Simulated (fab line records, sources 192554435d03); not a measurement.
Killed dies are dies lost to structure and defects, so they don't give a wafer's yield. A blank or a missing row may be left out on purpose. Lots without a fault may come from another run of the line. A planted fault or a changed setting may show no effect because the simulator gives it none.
fab line records | flow n5_finfet
record lots=6 wafers=18 last_day=17
route steps=1938 shown SD_EPI_P@309 BEOL_M4@1111 PASSIVATION@1936
lots that met no fault: from a run of the same line without faults
start_h: hours from the record's first day to the start of the lot's first wafer shown | wait_h: hours since the lot's step before | " the same as in the row above | L1.1+2: a row that stands for several wafers | - no value, or no start given | * or withheld: withheld | < > ~ a bound
route shown NAME@n: a module of which the file shows steps, and the number in the route of the first | usual: mean/standard deviation of fault-free wafers | same: alike in all rows | chamber/n: place in a boat | sites: the reading at each site | _std_site: their standard deviation | _edge_site: outer sites' mean less inner sites' | radius_mm: how far each site lies from the wafer's centre | mask NAME#n: copy n | behind: the tool/chamber that last shaped the wafer | hold: why the lot was held/for how many hours/how that ended | device: the transistor (n, p or np) that didn't switch | end of line: the same wafers' tests at the end of the route | a step without rows: its recipe alone | killed: dies lost to structure and defects at the first sort, not the wafer's yield | map: a wafer's dies, x killed, . not, _ none there
set.NAME: the setting as run; set.NAME@STEP: as run at that earlier step | model.NAME: the simulator's own value behind a step, which no gauge read
lots at some steps of the route; a table a step, a row a wafer
services: from which hour (start_h, from the record's first day; less than 0 if before it) a tool's chamber was out of use, for how many hours, and why
## steps
# step N5_SD_EPI_P_STRIP_38
# recipe chemistry=N2/H2 temp_c=40 n2_flow_sccm=200 h2_flow_sccm=200 rf_frequency_hz=6e+07
# step N5_SD_EPI_P_ETCHBACK_46
# recipe chemistry=CH3F/O2 mode=anisotropic_etchback target=SiNx target_depth_a=175 stop_on=SiO2 over_etch_frac=0.3 ion_energy_ev=120 pressure_mtorr=30 source_w=395 bias_w=73 Ar_flow_sccm=150 CH3F_flow_sccm=30 O2_flow_sccm=20
# usual drypump_motor_current_A=5.9/0.64 oes_ar_750_au=0.76/0.068 oes_o_777_au=0.76/0.063 oes_product_au=0.65/0.059 rf_fwd_power_W=393.2/1.4 rf_vpp_V=298/5.5 showerhead_plenum_p_Torr=2.02/0.054 throttle_valve_pct=16.4/0.35
# columns lot.wafer tool chamber start_h wait_h drypump_motor_current_A oes_ar_750_au oes_o_777_au oes_product_au rf_fwd_power_W rf_hours_counter_h rf_vpp_V showerhead_plenum_p_Torr throttle_valve_pct
L118.1 rie_diel-04 1 55.88 0.0 5.3 0.85 0.85 0.74 394.0 57 307 1.94 15.9
L118.3 " 3 " " 6.2 0.74 0.73 0.64 390.6 174 297 2.00 16.3
L118.4 " 0 " " 5.9 0.79 0.80 0.67 393.2 100 288 1.85 16.3
L121.2 rie_diel-03 2 70.98 0.0 5.6 0.76 0.78 0.65 392.6 169 299 1.99 16.5
L121.4 " 0 " " 5.1 0.73 0.74 0.63 395.8 - 298 2.00 16.7
L121.5 " 0 " " 5.1 0.73 0.73 0.62 394.4 - 299 2.00 16.7
L129.1 rie_diel-02 0 125.52 0.0 5.8 0.73 0.72 0.61 391.9 204 288 2.07 16.9
L129.2 " 1 " " 6.5 0.71 0.72 0.61 394.4 183 301 2.06 16.5
L129.6 " 2 " " 4.6 0.69 0.69 0.59 393.3 - 296 2.07 16.7
L132.1 rie_diel-02 0 139.31 0.0 5.8 0.72 0.72 0.61 393.8 207 288 2.07 16.9
L132.4 " 1 " " 6.6 0.71 0.72 0.61 392.5 187 302 2.06 16.5
L132.5 " 0 " " 5.7 0.72 0.72 0.61 393.0 - 287 2.07 16.9
L134.4 rie_diel-03 0 150.10 0.1 5.1 0.71 0.71 0.61 393.7 - 298 1.99 16.7
L134.5 " 1 " " 6.3 0.70 0.70 0.60 395.0 - 303 2.06 16.1
L134.6 " 3 " " 5.8 0.79 0.78 0.67 396.8 - 299 2.02 16.1
L139.1 rie_diel-02 1 179.98 0.0 6.6 0.70 0.71 0.60 392.0 201 301 2.05 16.5
L139.2 " 2 " " 4.6 0.97 0.96 0.82 392.9 2 297 2.07 16.2
L139.3 " 3 " " 6.6 0.85 0.85 0.73 394.5 48 300 1.96 16.0
# step N5_SD_EPI_P_ETCH_47
# recipe chemistry=CH3F/O2 target=SiOCN target_depth_a=250 mask_material=SOC ion_energy_ev=60 bias_w=29 pressure_mtorr=30 source_w=410 Ar_flow_sccm=150 CH3F_flow_sccm=30 O2_flow_sccm=20
# usual drypump_motor_current_A=5.9/0.64 oes_ar_750_au=0.76/0.068 oes_o_777_au=0.76/0.063 oes_product_au=0.76/0.077 rf_fwd_power_W=408.1/1.5 rf_vpp_V=127.5/2.3 showerhead_plenum_p_Torr=2.02/0.054 throttle_valve_pct=16.4/0.35
# columns lot.wafer tool chamber start_h wait_h drypump_motor_current_A oes_ar_750_au oes_o_777_au oes_product_au rf_fwd_power_W rf_hours_counter_h rf_vpp_V showerhead_plenum_p_Torr throttle_valve_pct
L118.1 rie_diel-04 1 55.98 0.1 5.3 0.85 0.85 0.87 408.0 58 130.3 1.94 15.8
L118.3 " 3 " " 6.2 0.75 0.73 0.76 408.3 174 127.2 2.00 16.2
L118.4 " 0 " " 5.9 0.79 0.80 0.78 408.5 100 123.2 1.85 16.2
L121.2 rie_diel-03 2 71.13 0.1 5.6 0.76 0.78 0.77 407.0 169 128.7 1.99 16.5
L121.4 " 0 " " 5.1 0.74 0.74 0.72 409.1 - 129.1 2.00 16.7
L121.5 " 0 " " 5.1 0.73 0.74 0.72 409.3 - 126.7 2.00 16.6
L129.1 rie_diel-02 0 125.62 0.1 5.7 0.72 0.73 0.69 409.2 204 122.5 2.07 16.9
L129.2 " 1 " " 6.5 0.71 0.72 0.71 407.2 183 129.9 2.06 16.4
L129.6 " 2 " " 4.6 0.69 0.69 0.69 409.7 - 127.3 2.07 16.7
L132.1 rie_diel-02 0 139.41 0.1 5.7 0.72 0.72 0.70 407.2 207 123.3 2.07 16.9
L132.4 " 1 " " 6.6 0.71 0.71 0.71 407.9 187 127.6 2.06 16.5
L132.5 " 0 " " 5.7 0.72 0.72 0.70 409.0 - 123.4 2.07 16.9
L134.4 rie_diel-03 0 150.20 0.1 5.2 0.71 0.71 0.69 410.6 - 128.4 1.99 16.7
L134.5 " 1 " " 6.3 0.70 0.70 0.70 410.0 - 130.1 2.06 16.1
L134.6 " 3 " " 5.8 0.78 0.78 0.81 407.3 - 127.9 2.02 16.1
L139.1 rie_diel-02 1 180.08 0.1 6.6 0.70 0.71 0.69 407.5 201 129.0 2.05 16.5
L139.2 " 2 " " 4.7 0.96 0.97 0.97 406.7 2 125.0 2.07 16.2
L139.3 " 3 " " 6.6 0.85 0.84 0.87 408.2 48 127.4 1.96 15.9
# step N5_SD_EPI_P_ETCH_16
# recipe chemistry=CHF3/O2 target=SiO2 target_depth_a=50 mask_material=SOC pressure_mtorr=30 source_w=650 bias_w=170 Ar_flow_sccm=200 CHF3_flow_sccm=50 O2_flow_sccm=5 ion_energy_ev=200
# usual drypump_motor_current_A=5.9/0.64 oes_ar_750_au=0.76/0.069 oes_o_777_au=0.76/0.067 oes_product_au=0.75/0.076 rf_fwd_power_W=642/3.2 rf_vpp_V=525/9.7 showerhead_plenum_p_Torr=2.43/0.062 throttle_valve_pct=18.9/0.36
# columns lot.wafer tool chamber start_h wait_h drypump_motor_current_A oes_ar_750_au oes_o_777_au oes_product_au rf_fwd_power_W rf_hours_counter_h rf_vpp_V showerhead_plenum_p_Torr throttle_valve_pct
L118.1 rie_diel-04 1 56.08 0.1 5.3 0.86 0.86 0.87 644 58 536 2.33 18.4
L118.3 " 3 " " 6.3 0.74 0.72 0.75 642 174 525 2.41 18.9
L118.4 " 0 " " 5.9 0.79 0.79 0.77 644 100 505 2.23 18.8
L121.2 rie_diel-03 2 71.28 0.1 5.6 0.77 0.79 0.76 640 169 532 2.40 19.1
L121.4 " 0 " " 5.1 0.73 0.73 0.72 644 - 527 2.42 19.3
L121.5 " 0 " " 5.1 0.73 0.72 0.72 646 - 526 2.41 19.3
L129.1 rie_diel-02 0 125.72 0.1 5.8 0.72 0.73 0.70 644 204 506 2.49 19.4
L129.2 " 1 " " 6.6 0.71 0.72 0.71 641 183 530 2.48 19.0
L129.6 " 2 " " 4.6 0.69 0.70 0.69 637 - 524 2.49 19.3
L132.1 rie_diel-02 0 139.51 0.1 5.8 0.72 0.73 0.70 639 208 506 2.49 19.4
L132.4 " 1 " " 6.6 0.71 0.72 0.70 644 187 531 2.48 19.0
L132.5 " 0 " " 5.8 0.72 0.73 0.70 639 - 507 2.49 19.5
L134.4 rie_diel-03 0 150.27 0.0 5.1 0.71 0.70 0.69 646 - 527 2.40 19.3
L134.5 " 1 " " 6.3 0.70 0.70 0.71 640 - 535 2.47 18.6
L134.6 " 3 " " 5.8 0.78 0.79 0.79 648 - 525 2.43 18.6
L139.1 rie_diel-02 1 180.18 0.1 6.6 0.70 0.71 0.70 642 201 531 2.47 19.0
L139.2 " 2 " " 4.6 0.97 0.96 0.96 637 2 524 2.49 18.8
L139.3 " 3 " " 6.7 0.86 0.84 0.88 645 48 530 2.37 18.5
# step N5_SD_EPI_P_STRIP_50
# recipe chemistry=CHF3/O2 resist=SiARC rf_frequency_hz=6e+07
# step N5_SD_EPI_P_SD_RECESS_17
# recipe chemistry=HBr/Cl2/O2 target_depth_a=391 bt_time_s=3 pressure_mtorr=10 icp_w=800 bias_w=112 HBr_flow_sccm=150 Cl2_flow_sccm=80 O2_flow_sccm=12
# usual drypump_motor_current_A=5.8/0.36 oes_o_777_au=0.989/0.015 oes_product_au=0.993/0.015 rf_fwd_power_W=795.3/2.5 throttle_valve_pct=37.0/0.32
# columns lot.wafer tool chamber start_h wait_h drypump_motor_current_A oes_o_777_au oes_product_au rf_fwd_power_W rf_hours_counter_h throttle_valve_pct
L118.1 rie_si-04 0 56.16 0.0 5.5 0.995 1.000 795.9 109 37.1
L118.3 " 1 " " 5.4 0.986 0.991 792.7 169 36.8
L118.4 " 3 " " 6.4 0.974 0.993 798.8 149 38.0
L121.2 rie_si-01 1 71.38 0.0 6.3 0.980 0.993 795.0 117 37.0
L121.4 " 3 " " 5.8 0.974 0.965 797.4 129 37.0
L121.5 " 3 " " 5.8 0.983 0.964 792.8 - 36.9
L129.1 rie_si-06 0 125.79 0.0 6.0 0.970 0.967 794.2 147 37.2
L129.2 " 1 " " 5.9 0.986 1.007 794.9 86 37.4
L129.6 " 3 " " 5.0 1.008 1.008 795.1 - 36.6
L132.1 rie_si-06 0 139.58 0.0 6.0 0.966 0.971 795.6 147 37.2
L132.4 " 3 " " 5.0 1.000 1.024 792.7 18 36.6
L132.5 " 3 " " 5.0 0.997 1.031 793.7 - 36.6
L134.4 rie_si-04 3 150.32 0.0 6.4 0.975 0.998 796.7 150 37.9
L134.5 " 2 " " 5.6 0.991 0.992 795.6 - 37.1
L134.6 " 1 " " 5.4 0.984 0.999 801.1 - 36.8
L139.1 rie_si-04 2 180.25 0.0 5.6 0.981 0.988 792.5 57 37.1
L139.2 " 3 " " 6.4 0.974 0.998 796.9 151 37.9
L139.3 " 0 " " 5.5 0.994 0.997 797.9 111 37.1
# step N5_SD_EPI_P_WET_ETCH_45
# recipe chemistry=dHF dilution=withheld time_s=10.7 target=SiO2 target_depth_a=20 temp_c=25 dry=ipa_marangoni rinse_time_s=30 rinse_temp_c=23
# step N5_SD_EPI_P_STRIP_40
# recipe chemistry=N2/H2 power_w=1000 temp_c=250 h2_frac=0.65 overash_fraction=0.3 pressure_mtorr=withheld n2_flow_sccm=1750 h2_flow_sccm=3250
# usual drypump_motor_current_A=5.6/0.44 heater_power_w=311/25 oes_product_au=0.761/0.012
# columns lot.wafer tool chamber start_h wait_h drypump_motor_current_A heater_power_w oes_product_au rf_hours_counter_h
L118.1 plasma_asher-01 0 56.30 0.0 5.6 334 0.764 84
L118.3 " 1 " " 6.3 318 0.792 -
L118.4 " 0 " " 5.6 336 0.747 -
L121.2 plasma_asher-01 0 71.53 0.0 5.7 325 0.755 87
L121.4 " 0 " " 5.6 332 0.755 -
L121.5 " 1 " " 6.3 316 0.766 -
L129.1 plasma_asher-02 0 125.93 0.0 5.4 326 0.757 45
L129.2 " 1 " " 5.1 269 0.760 45
L129.6 " 0 " " 5.4 334 0.783 -
L132.1 plasma_asher-02 0 139.73 0.0 5.4 324 0.770 49
L132.4 " 0 " " 5.4 324 0.763 -
L132.5 " 1 " " 5.1 275 0.760 -
L134.4 plasma_asher-02 0 150.48 0.0 5.4 323 0.753 -
L134.5 " 1 " " 5.1 266 0.753 -
L134.6 " 0 " " 5.4 327 0.760 -
L139.1 plasma_asher-01 0 180.64 0.3 5.7 328 0.771 109
L139.2 " 1 " " 6.3 323 0.747 109
L139.3 " 0 " " 5.6 336 0.759 -
# step N5_SD_EPI_P_PRECLEAN_52
# recipe chemistry=O3/DIW time_s=60 temp_c=22 o3_ppm=10
# step N5_SD_EPI_P_SRD_20
# recipe dry=ipa_marangoni do_ppb=5 time_s=30 temp_c=23 rinse_liquid=diw
# step N5_SD_EPI_P_PRECLEAN_51
# recipe chemistry=NF3:NH3 afs_cycles=1 temp_c=30 time_s=20 sublimation_temp_c=180 sublimation_time_s=60 pressure_torr=3 rf_power_w=30
# step N5_SD_EPI_P_VAPOR_ETCH_44
# recipe chemistry=NF3/Ar target=SiGe30 temp_c=25 time_s=3.3 mode=isotropic
# step N5_SD_EPI_P_EPI_21
# recipe material=SiGe:B dopant=B temp_c=550 pressure_torr=20 ambient=H2 time_s=355
# columns lot.wafer tool chamber start_h wait_h
L118.1+3+4 epi_rpcvd-02 0 56.94 0.2
L121.2+4+5 epi_rpcvd-01 0 72.64 0.6
L129.1+2+6 epi_rpcvd-01 0 127.22 0.5
L132.1+4+5 epi_rpcvd-01 0 140.30 0.1
L134.4+5+6 epi_rpcvd-02 0 152.06 1.1
L139.1+2+3 epi_rpcvd-02 0 181.27 0.2
# step N5_SD_EPI_P_EPI_MEAS_23
# recipe mode=xrd
# usual thk_nm=61.1/1.2
# columns lot.wafer tool chamber start_h wait_h thk_nm
L118.1 film_metro-02 - 59.87 2.5 61.3
L118.3 " - " " 62.7
L118.4 " - " " 61.6
L121.2 film_metro-02 - 75.08 2.0 61.9
L121.4 " - " " 59.6
L121.5 " - " " 61.4
L129.1 film_metro-02 - 134.09 5.7 52.5
L129.2 " - " " 49.4
L129.6 " - " " 50.4
L132.1 film_metro-02 - 142.50 1.8 47.7
L132.4 " - " " 47.6
L132.5 " - " " 49.6
L134.4 film_metro-02 - 153.18 0.8 61.6
L134.5 " - " " 61.8
L134.6 " - " " 63.3
L139.1 film_metro-02 - 184.19 2.4 60.1
L139.2 " - " " 58.3
L139.3 " - " " 59.6
# step N5_SD_EPI_P_HM_STRIP_48
# recipe chemistry=H3PO4 temp_c=160 material=SiNx target=SiNx target_depth_a=30 overetch_fraction=0.3
# step N5_BEOL_M4_RC_MEAS_101
# usual DIBL_N=36.5/2 DIBL_P=36.5/2.3 IOFF_N=0.16/0.036 IOFF_P=0.21/0.037 ION_N=672/12 ION_P=459/7.1 SS_N=71.6/0.73 SS_P=73.4/0.76 VT_N=250/3.3 VT_P=-250.5/2.9
# columns lot.wafer tool chamber start_h wait_h DIBL_N[mV/V] DIBL_P[mV/V] IOFF_N[nA/um] IOFF_P[nA/um] ION_N[uA/um] ION_P[uA/um] SS_N[mV/dec] SS_P[mV/dec] VT_N[mV] VT_P[mV]
L118.1 prober-02 0 182.83 0.0 35.1 37.7 0.16 0.20 665 452 71.8 73.7 248 -250.1
L118.3 " 0 " " 33.9 36.1 0.14 0.18 664 460 71.1 72.6 253 -250.9
L118.4 " 0 " " 35.2 38.1 0.16 0.21 676 458 71.1 73.9 250 -250.3
L121.2 prober-02 0 189.71 0.2 34.5 35.7 0.14 0.19 671 462 71.2 72.8 248 -252.2
L121.4 " 0 " " 37.3 37.8 0.19 0.23 679 462 71.5 73.9 247 -248.4
L121.5 " 0 " " 36.9 37.8 0.18 0.22 683 468 71.5 74.7 247 -248.9
L132.1 prober-02 0 257.60 0.0 40.6 41.6 0.23 0.31 680 466 72.2 74.7 245 -246.1
L132.4 " 0 " " 40.2 39.0 0.21 0.25 649 444 73.9 73.9 249 -250.4
L132.5 " 0 " " 37.8 38.2 0.16 0.24 648 452 72.4 73.2 254 -251.2
L129.1 prober-02 0 260.12 0.0 35.7 36.0 0.14 0.21 675 461 70.8 73.1 252 -249.6
L129.2 " 0 " " 35.5 34.8 0.14 0.19 663 462 70.7 73.2 252 -251.4
L129.6 " 0 " " 36.1 35.6 0.15 0.21 667 464 71.2 72.3 250 -248.3
L134.4 prober-02 0 263.16 0.5 38.0 36.4 0.15 0.22 680 462 71.2 72.7 253 -250.4
L134.5 " 0 " " 39.0 36.9 0.18 0.22 651 445 72.9 73.1 252 -249.4
L134.6 " 0 " " 37.3 35.8 0.14 0.21 660 457 71.6 72.7 251 -249.5
L139.1 prober-01 0 297.09 0.1 36.4 36.7 0.16 0.22 673 460 71.3 73.1 250 -250.8
L139.2 " 0 " " 39.6 40.7 0.24 0.29 696 467 72.8 74.5 242 -244.7
L139.3 " 0 " " 34.6 35.0 0.13 0.18 672 457 71.8 72.6 252 -252.3
# step N5_PASSIVATION_PROBE_49
# usual defect_limited_yield=91.4/1.4 killed_at_M0_to_M3=33/11 killed_at_M4_up=13/5.3 killed_at_contacts=13/6.1 killed_at_front_end=40/11 killed_at_other=2.9/2.7 killed_dies=102/17 killed_open=68/13 killed_short=32/7.5 sort_bin_5_function=5.1/0.98 sort_bin_6_memory=3.2/0.69 sort_bin_8_speed=0.1/1.1 sort_n_pass=1077/21 sort_yield_pct=91.3/1.7
# same gross_dies=1180 killed_at_back_side=0 sort_bin_4_leakage[%]=0
# columns lot.wafer tool chamber start_h wait_h defect_limited_yield[%] killed_at_M0_to_M3 killed_at_M4_up killed_at_contacts killed_at_front_end killed_at_other killed_dies killed_open killed_short sort_bin_5_function[%] sort_bin_6_memory[%] sort_bin_8_speed[%] sort_n_pass sort_yield_pct[%]
L129.1 prober-02 - 390.28 0.0 91.9 34 8 19 30 4 95 66 28 4.7 3.1 0 1085 91.9
L129.2 prober-02 - 390.33 0.1 92.6 33 5 10 36 3 87 57 25 3.7 3.2 0 1093 92.6
L129.6 prober-02 - 390.53 0.3 89.7 59 4 17 40 2 122 70 48 5.4 4.7 0 1058 89.7
# killed by level:class
L129.1 MOL_CONTACT_COAG:geometric_particle:open=17 BEOL_M0_SAQP:geometric_particle:open=15 FIN_SAQP:geometric_particle:open=7 BEOL_M0_SAQP:geometric_particle:short=7 FIN_SAQP:geometric_particle:short=6 BEOL_M2:geometric_particle:open=5 BEOL_M7:geometric_particle:open=5 STI_FIN_REVEAL:geometric_particle:open=4
L129.2 BEOL_M0_SAQP:geometric_particle:open=13 FIN_SAQP:geometric_particle:open=9 MOL_CONTACT_COAG:geometric_particle:open=8 BEOL_M0_SAQP:geometric_particle:short=7 FIN_SAQP:geometric_particle:short=5 GATE_CUT:geometric_particle:open=5 BEOL_M1:geometric_particle:open=5 GATE_CUT:geometric_particle:short=4
L129.6 BEOL_M0_SAQP:geometric_particle:open=17 BEOL_M0_SAQP:geometric_particle:short=14 MOL_CONTACT_COAG:geometric_particle:open=9 GATE_CUT:geometric_particle:short=8 FIN_SAQP:geometric_particle:open=7 MOL_CONTACT_COAG:geometric_particle:short=7 BEOL_M1:geometric_particle:open=6 BEOL_M2:geometric_particle:open=6
## services
# columns tool chamber start_h hours kind
rie_diel-04 0 37.92 4.8 repair
epi_rpcvd-01 - 38.59 0.8 repair
rie_diel-02 1 53.32 16.7 repair
rie_si-06 0 54.56 4.0 repair
plasma_asher-02 - 54.82 2.8 pm
rie_diel-03 3 64.95 12.8 repair
rie_diel-03 1 65.00 11.8 repair
rie_diel-04 - 79.77 28.1 pm
rie_si-04 3 80.55 14.1 repair
epi_rpcvd-01 - 117.72 2.0 repair
plasma_asher-01 - 132.64 4.5 repair
rie_diel-03 3 133.54 12.3 repair
epi_rpcvd-02 - 138.02 8.1 pm
rie_diel-02 2 139.95 - clean
rie_diel-02 2 139.95 - consumable_replace:focus_ring
rie_diel-02 2 139.95 34.7 scheduled_down
rie_diel-02 2 139.95 34.7 vent_cycle
rie_diel-03 2 143.43 10.1 repair
plasma_asher-02 - 172.77 8.9 repair
rie_si-01 0 179.24 4.7 repair
## key
first_sign step=N5_SD_EPI_P_EPI_MEAS_23 reading=thk_nm direction=down sigmas=9.7 usual=* struck=*
effect none on later readings
met_at N5_SD_EPI_P_EPI_21
struck_wafers L129.1,L129.2,L129.6,L132.1,L132.4,L132.5
onset_between 72.64 127.22
also_fits N5_SD_EPI_P_SD_RECESS_17:rie_si-06
fault kind=site_profile_drift tool=epi_rpcvd-01 chamber=- onset_h=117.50 steps=N5_SD_EPI_P_EPI_21 basis=fraction max_abs_drift=0.45536 slope_share_per_hr=101.19 site_pattern=0,0,0,0,0,-1,-1,-1,-1
